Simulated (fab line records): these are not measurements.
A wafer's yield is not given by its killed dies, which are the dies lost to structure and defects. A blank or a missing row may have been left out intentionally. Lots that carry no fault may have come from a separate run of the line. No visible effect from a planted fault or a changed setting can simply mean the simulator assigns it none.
Tool commonality check | flow nand harc | 11 lots and 33 wafers in the sample

## REASON FOR OPENING
Flagged at NHARC_A_CHANNEL_HOLE_D1_INSPECT_40: reading raw defect count, on 2 of 11 lots. Wafers without a fault read 78, standard deviation 28.
Rule: a lot is flagged in two cases, either no wafer of it has a number, or all its wafers with numbers fall more than 4 standard deviations from that mean. The rest of the lots are taken to be sound.

lot  | measured     | on                | raw defect count, wafer by wafer | flag
L616 | day 8 14:07  | defect inspect-01 | 113 129 102                      |
L617 | day 9 06:37  | defect inspect-02 | 58 54 54                         |
L621 | day 11 00:30 | defect inspect-02 | 346 305 299                      | FLAGGED
L622 | day 11 10:05 | defect inspect-01 | 332 312 301                      | FLAGGED
L631 | day 14 20:02 | defect inspect-02 | 91 119 97                        |
L630 | day 15 00:11 | defect inspect-01 | 98 93 122                        |
L633 | day 15 17:49 | defect inspect-01 | 127 120 117                      |
L634 | day 16 08:15 | defect inspect-01 | 102 122 112                      |
L635 | day 16 12:55 | defect inspect-02 | 107 75 85                        |
L637 | day 17 14:27 | defect inspect-01 | 66 74 81                         |
L639 | day 18 14:30 | defect inspect-01 | 27 27 43                         |
The mean of the flagged lots' numbers is 316, +238 from the usual (+8 standard deviations).

## WHICH TOOL RAN EACH LOT
2 process steps preceding the reading are held in the record, out of 1302 steps in the route. In each cell: the tool, then ch and the chambers that the sampled wafers went through, then the start.
lot  | flag    | NHARC_A_CHANNEL_HOLE_D1_ETCH_39    | NHARC_A_CHANNEL_HOLE_D1_ETCH_21
L616 |         | rie diel-06 ch 0,1,3, day 8 07:06  | har etch-02 ch 0,1, day 8 08:34
L617 |         | rie diel-02 ch 2,3, day 8 21:36    | har etch-01 ch 0,1, day 9 01:19
L621 | FLAGGED | rie diel-02 ch 0,1,2, day 10 17:50 | har etch-01 ch 0,1, day 10 19:18
L622 | FLAGGED | rie diel-02 ch 0,1,3, day 11 02:02 | har etch-01 ch 0,1, day 11 04:51
L631 |         | rie diel-02 ch 0,1,3, day 14 13:09 | har etch-02 ch 0,1, day 14 14:47
L630 |         | rie diel-02 ch 0,2,3, day 14 15:08 | har etch-02 ch 0, day 14 18:59
L633 |         | rie diel-06 ch 1,3, day 15 11:01   | har etch-02 ch 0,1, day 15 12:31
L634 |         | rie diel-02 ch 0,3, day 16 01:14   | har etch-02 ch 0,1, day 16 02:38
L635 |         | rie diel-02 ch 0,1,3, day 16 06:12 | har etch-02 ch 0,1, day 16 07:37
L637 |         | rie diel-02 ch 1,2,3, day 17 07:42 | har etch-01 ch 0,1, day 17 09:06
L639 |         | rie diel-02 ch 1,2, day 18 07:46   | har etch-02 ch 0,1, day 18 09:21
What the steps here do:
- NHARC_A_CHANNEL_HOLE_D1_ETCH_39: etches the open film in N2/H2, target depth 260 nm, time 325 s.
- NHARC_A_CHANNEL_HOLE_D1_ETCH_21: etches the open film in C4F8/O2/Ar, time 514.3 s, target depth 1600 nm.
- NHARC_A_CHANNEL_HOLE_D1_INSPECT_40

## FLAGGED OVER TOTAL, TOOL BY TOOL (the gauges that took the reading come last)
step                               | tool              | lots run | flagged | share of the flagged lots | sound lots run after its first flagged lot
NHARC_A_CHANNEL_HOLE_D1_ETCH_39    | rie diel-02       | 9        | 2       | all                       | 6 (L631,L630,L634,L635,L637,L639)
NHARC_A_CHANNEL_HOLE_D1_ETCH_39    | rie diel-06       | 2        | 0       | none                      | -
NHARC_A_CHANNEL_HOLE_D1_ETCH_21    | har etch-01       | 4        | 2       | all                       | 1 (L637)
NHARC_A_CHANNEL_HOLE_D1_ETCH_21    | har etch-02       | 7        | 0       | none                      | -
NHARC_A_CHANNEL_HOLE_D1_INSPECT_40 | defect inspect-01 | 7        | 1       | some                      | 5 (L630,L633,L634,L637,L639)
NHARC_A_CHANNEL_HOLE_D1_INSPECT_40 | defect inspect-02 | 4        | 1       | some                      | 2 (L631,L635)

## WHAT THE TABLE ALLOWS
Rows of the table that ran all the flagged lots, 2 in number: rie diel-02 at NHARC_A_CHANNEL_HOLE_D1_ETCH_39; har etch-01 at NHARC_A_CHANNEL_HOLE_D1_ETCH_21.
- rie diel-02 at NHARC_A_CHANNEL_HOLE_D1_ETCH_39: 2 of its 9 lots flagged. Sound lots followed the first flagged one (L631, L630, L634, L635, L637, L639) on it, something a lasting fault affecting the whole tool could not allow.
- har etch-01 at NHARC_A_CHANNEL_HOLE_D1_ETCH_21: 2 of its 4 lots flagged. Sound lots followed the first flagged one (L637) on it, something a lasting fault affecting the whole tool could not allow.
None of the table's rows ran every flagged lot and, after the first, no sound lot.

## WHAT HAD BEEN PUT IN BY THE SIMULATOR
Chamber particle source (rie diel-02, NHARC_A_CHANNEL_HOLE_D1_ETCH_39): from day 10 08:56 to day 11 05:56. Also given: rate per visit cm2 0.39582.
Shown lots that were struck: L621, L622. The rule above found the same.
